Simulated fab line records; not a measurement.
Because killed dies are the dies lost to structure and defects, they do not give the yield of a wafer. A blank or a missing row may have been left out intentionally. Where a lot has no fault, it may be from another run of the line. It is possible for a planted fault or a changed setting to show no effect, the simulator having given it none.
Matching of chambers | flow nand_harc | NHARC_P_M2_ETCH_35 on rie_diel-03 has 4 sister chambers
The step etches the open film in N2/H2, target depth 40 nm, overetch 12 nm, time 43.94 s. 20 wafers are shown with their chamber, then 10 later ones without.

## WAFERS PAIRED WITH THEIR CHAMBERS
wafer  | chamber | drypump_motor_current_A (A) | rf_vpp_V (V) | oes_product_au (a.u.)
L318.1 | 1       | 5.7                         | 426.4        | 1.002
L318.2 | 2       | 6.1                         | 431.2        | 1.006
L318.5 | 3       | 6.2                         | 429.5        | 1.005
L319.1 | 2       | 6.1                         | 433.0        | 1.013
L319.4 | 3       | 6.2                         | 429.8        | 1.007
L319.5 | 1       | 5.7                         | 426.8        | 1.004
L324.3 | 2       | 6.1                         | 433.1        | 1.018
L324.4 | 1       | 5.7                         | 428.3        | 1.008
L324.5 | 1       | 5.7                         | 427.3        | 1.012
L323.2 | 2       | 6.1                         | 433.5        | 1.019
L323.5 | 2       | 6.1                         | 434.0        | 1.011
L323.6 | 3       | 6.2                         | 429.2        | 0.998
L326.1 | 2       | 6.1                         | 432.4        | 1.015
L326.5 | 3       | 6.3                         | 427.6        | 1.000
L326.6 | 0       | 5.4                         | 430.0        | 1.009
L327.1 | 0       | 5.3                         | 429.9        | 0.999
L327.2 | 1       | 5.7                         | 426.6        | 1.008
L327.3 | 2       | 6.1                         | 432.2        | 1.004
L328.1 | 2       | 6.1                         | 432.4        | 1.012
L328.3 | 0       | 5.3                         | 431.6        | 1.014

SIGNATURES, as means of the wafers listed above
reading                 | chamber 0 | chamber 1 | chamber 2 | chamber 3 | scatter within a chamber
drypump_motor_current_A | 5.333     | 5.700     | 6.100     | 6.225     | 0.0298
rf_vpp_V                | 430.500   | 427.080   | 432.725   | 429.025   | 0.876
oes_product_au          | 1.00733   | 1.00680   | 1.01225   | 1.00250   | 0.00516
Rule: a wafer's distance from a chamber is the root of the sum, over the readings, of the square of ((its reading less the chamber's mean) divided by the reading's scatter). If the next closest chamber is less than 2 further off than the closest, the wafer can't be placed; otherwise it belongs to the closest. The scatter: the root of (the sum of the squares of (reading less its chamber's mean) over the shown wafers, divided by (wafers less chambers)).

## WAFERS WHOSE CHAMBER IS MISSING
wafer  | drypump_motor_current_A (A) | rf_vpp_V (V) | oes_product_au (a.u.)
L328.4 | 5.7                         | 427.4        | 1.011
L330.1 | 5.7                         | 426.2        | 0.995
L330.2 | 5.3                         | 430.8        | 0.999
L330.3 | 6.3                         | 428.0        | 0.994
L338.3 | 5.3                         | 429.3        | 1.009
L338.4 | 6.1                         | 431.7        | 1.001
L338.6 | 6.1                         | 433.7        | 1.006
L339.1 | 6.1                         | 432.3        | 1.006
L339.2 | 5.3                         | 430.9        | 1.007
L339.4 | 6.3                         | 429.0        | 1.005

## CHAMBER TAKEN BY EACH
wafer  | from the rows above | in truth
L328.4 | 1                   | 1
L330.1 | 1                   | 1
L330.2 | 0                   | 0
L330.3 | 3                   | 3
L338.3 | 0                   | 0
L338.4 | 2                   | 2
L338.6 | 2                   | 2
L339.1 | 2                   | 2
L339.2 | 0                   | 0
L339.4 | 3                   | 3
10 of 10 placed correctly. Number that these rows cannot place: 0. Number placed wrongly: 0.
